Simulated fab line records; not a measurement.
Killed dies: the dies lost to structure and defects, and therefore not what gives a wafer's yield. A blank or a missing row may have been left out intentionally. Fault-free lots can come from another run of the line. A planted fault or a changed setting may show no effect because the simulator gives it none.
Chamber matching    flow n5_finfet    N5_BEOL_M3_ETCH_63 on rie_diel-05 has 4 sister chambers
The step etches SiARC in CF4, target depth 15.6 nm, time 26 s. 4 wafers are shown with their chamber, then 11 later ones without.

== WAFERS, EACH WITH ITS CHAMBER ==
wafer   chamber  drypump_motor_current_A (A)
L086.1  3        5.2
L088.1  2        5.1
L088.6  0        6.0
L089.3  1        5.9

== WAFERS WITH NO CHAMBER GIVEN ==
wafer   drypump_motor_current_A (A)
L089.4  5.2
L089.6  5.8
L092.2  5.8
L092.4  5.2
L092.5  5.9
L095.1  5.2
L095.3  6.0
L095.5  5.8
L096.2  5.9
L096.4  5.2
L096.6  5.2

== THE CHAMBER EACH PASSED THROUGH ==
wafer   from the rows above      in truth
L089.4  can't be placed: 3 or 2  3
L089.6  can't be placed: 1 or 0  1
L092.2  can't be placed: 1 or 0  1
L092.4  can't be placed: 3 or 2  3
L092.5  can't be placed: 1 or 0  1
L095.1  can't be placed: 3 or 2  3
L095.3  can't be placed: 0 or 1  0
L095.5  can't be placed: 1 or 0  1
L096.2  can't be placed: 1 or 0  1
L096.4  can't be placed: 3 or 2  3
L096.6  can't be placed: 3 or 2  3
Placed correctly: 0 of 11. From these rows, 11 cannot be placed; in 11 the true chamber is one of the candidates. Wrongly placed: 0.
How it was worked out, from the rows above alone: a wafer's distance from a chamber is the root of the sum, over the readings, of the square of ((its reading less the chamber's mean) divided by the reading's scatter). The wafer belongs to the nearest chamber; if the next one is less than 2 further off, it can't be placed. Each chamber's mean is taken over the wafers shown for it. The scatter (one wafer shown for each chamber): square how far every hidden wafer sits from the nearest shown wafer, average those squares and take the square root.
